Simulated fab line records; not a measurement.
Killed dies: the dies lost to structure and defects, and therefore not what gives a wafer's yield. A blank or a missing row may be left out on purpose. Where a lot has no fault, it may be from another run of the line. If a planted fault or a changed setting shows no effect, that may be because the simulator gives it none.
Check for tools in common -- flow n5_finfet -- Sampled: 10 lots, 30 wafers

== WHAT PROMPTED THE OPENING ==
Of 10 lots, 2 have the reading M15_OVL flagged at N5_BEOL_M15_OVL_MEAS_29. Wafers without a fault read 2 nm, standard deviation 5.3.
Rule: a lot is flagged when every wafer of it that has a number lies more than 4 standard deviations from that mean, or none has a number. All remaining lots are regarded as sound.

lot,measured,on,"M15_OVL (nm), wafer by wafer",flag
L127,day 10 19:55,overlay-02,0 -2 1,
L129,day 11 14:28,overlay-01,10 4 3,
L130,day 12 01:48,overlay-01,10 2 2,
L131,day 12 14:07,overlay-02,0 0 2,
L134,day 12 18:54,overlay-01,11 3 16,
L138,day 13 21:33,overlay-02,51 58 57,FLAGGED
L139,day 13 22:02,overlay-02,57 55 51,FLAGGED
L140,day 14 19:02,overlay-02,13 8 9,
L144,day 15 17:34,overlay-02,0 2 5,
L150,day 17 08:36,overlay-01,-2 10 7,
Average over the flagged lots: 55 nm; offset from the usual +53 nm, equal to +10 standard deviations.

== WHICH TOOL RAN EACH LOT ==
The record holds 2 process steps before the reading, out of a route of 1938 steps. In each cell: the tool, then ch and the chambers that the sampled wafers went through, then the start.
lot,flag,N5_BEOL_M15_ETCH_57,N5_BEOL_M15_EXPOSE_25
L127,,"rie_diel-02 ch 0,1,3, day 10 19:07","krf_scanner-02 ch 0, day 10 19:43"
L129,,"rie_diel-02 ch 0,2,3, day 11 13:32","krf_scanner-01 ch 0, day 11 14:15"
L130,,"rie_diel-06 ch 0,2,3, day 12 00:52","krf_scanner-02 ch 0, day 12 01:36"
L131,,"rie_diel-06 ch 1,2, day 12 13:18","krf_scanner-02 ch 0, day 12 13:55"
L134,,"rie_diel-02 ch 0,1,2, day 12 17:58","krf_scanner-02 ch 0, day 12 18:42"
L138,FLAGGED,"rie_diel-02 ch 0,1,2, day 13 20:45","krf_scanner-02 ch 0, day 13 21:21"
L139,FLAGGED,"rie_diel-02 ch 0,1, day 13 21:14","krf_scanner-02 ch 0, day 13 21:50"
L140,,"rie_diel-05 ch 0,1,3, day 14 18:07","krf_scanner-01 ch 0, day 14 18:50"
L144,,"rie_diel-05 ch 0,2, day 15 16:38","krf_scanner-01 ch 0, day 15 17:22"
L150,,"rie_diel-06 ch 0,1,3, day 17 07:48","krf_scanner-01 ch 0, day 17 08:24"
These steps, and what they do:
- N5_BEOL_M15_ETCH_57: etches SOC in N2/H2, time 750 s.
- N5_BEOL_M15_EXPOSE_25: exposes mask M15, target cd 400 nm.
- N5_BEOL_M15_OVL_MEAS_29

== FLAGGED AGAINST TOTAL, ONE TOOL AT A TIME (gauges that did the reading follow at the end) ==
step,tool,lots run,flagged,share of the flagged lots,sound lots run after its first flagged lot
N5_BEOL_M15_ETCH_57,rie_diel-02,5,2,all,0
N5_BEOL_M15_ETCH_57,rie_diel-05,2,0,none,-
N5_BEOL_M15_ETCH_57,rie_diel-06,3,0,none,-
N5_BEOL_M15_EXPOSE_25,krf_scanner-01,4,0,none,-
N5_BEOL_M15_EXPOSE_25,krf_scanner-02,6,2,all,0
N5_BEOL_M15_OVL_MEAS_29,overlay-01,4,0,none,-
N5_BEOL_M15_OVL_MEAS_29,overlay-02,6,2,all,"2 (L140,L144)"

== WHAT THE TABLE PERMITS ==
Every flagged lot was run by 3 rows of the table: rie_diel-02 at N5_BEOL_M15_ETCH_57, krf_scanner-02 at N5_BEOL_M15_EXPOSE_25 and overlay-02 at N5_BEOL_M15_OVL_MEAS_29.
- rie_diel-02 at N5_BEOL_M15_ETCH_57: 2 of its 5 lots flagged. It ran its last sound lot, L134, at day 12 17:58 and its first flagged lot, L138, at day 13 20:45: a fault with its onset between the two fits.
- krf_scanner-02 at N5_BEOL_M15_EXPOSE_25: 2 of its 6 lots flagged. It ran its last sound lot, L134, at day 12 18:42 and its first flagged lot, L138, at day 13 21:21: a fault with its onset between the two fits.
- overlay-02 at N5_BEOL_M15_OVL_MEAS_29: 2 of its 6 lots flagged. Sound lots followed the first flagged one (L140, L144) on it, something a lasting fault affecting the whole tool could not allow.
Counting lots can't tell these 2 tools apart, because each fits a fault that began at some hour. More lots, or a look at what each step does to the wafer, might.

== WHAT THE SIMULATOR HAD INSERTED ==
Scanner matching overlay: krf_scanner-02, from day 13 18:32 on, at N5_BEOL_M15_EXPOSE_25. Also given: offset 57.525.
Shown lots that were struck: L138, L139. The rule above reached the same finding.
